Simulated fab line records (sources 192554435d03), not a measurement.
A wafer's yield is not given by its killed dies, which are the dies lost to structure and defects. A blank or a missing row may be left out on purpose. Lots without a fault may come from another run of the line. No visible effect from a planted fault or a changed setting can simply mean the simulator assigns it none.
Matching of chambers	flow n5_finfet	N5_BEOL_M12_ETCH_68 on rie_diel-01 has 4 sister chambers
The step etches SOC in N2/H2, time 285 s. 8 wafers are shown with their chamber, then 7 later ones without.

WAFERS PAIRED WITH THEIR CHAMBERS
wafer	chamber	showerhead_plenum_p_Torr (Torr)	drypump_motor_current_A (A)
L074.1	0	2.44	6.1
L081.4	3	2.43	5.8
L081.6	1	2.50	6.0
L084.1	2	2.50	6.2
L084.4	1	2.50	5.9
L084.5	2	2.50	6.2
L090.1	0	2.43	6.0
L090.2	3	2.42	5.7

WAFERS WHOSE CHAMBER IS MISSING
wafer	showerhead_plenum_p_Torr (Torr)	drypump_motor_current_A (A)
L090.3	2.49	6.2
L091.1	2.49	6.2
L091.4	2.43	6.0
L091.6	2.42	5.7
L097.1	2.42	6.1
L097.4	2.42	5.7
L097.6	2.42	6.1

EACH ONE'S CHAMBER
wafer	from the rows above	in truth
L090.3	2	2
L091.1	2	2
L091.4	0	0
L091.6	3	3
L097.1	0	0
L097.4	3	3
L097.6	0	0
Placed correctly: 7 of 7. Not placeable from these rows: 0. Placed wrongly: 0.
How it was worked out, from the rows above alone: a wafer's distance from a chamber is the root of the sum, over the readings, of the square of ((its reading less the chamber's mean) divided by the reading's scatter). If the next closest chamber is less than 2 further off than the closest, the wafer can't be placed; otherwise it belongs to the closest. A chamber's mean is the mean of its shown wafers. The scatter: take each reading less its chamber's mean, square it, sum over the shown wafers, divide by the number of wafers less the number of chambers, and take the root.
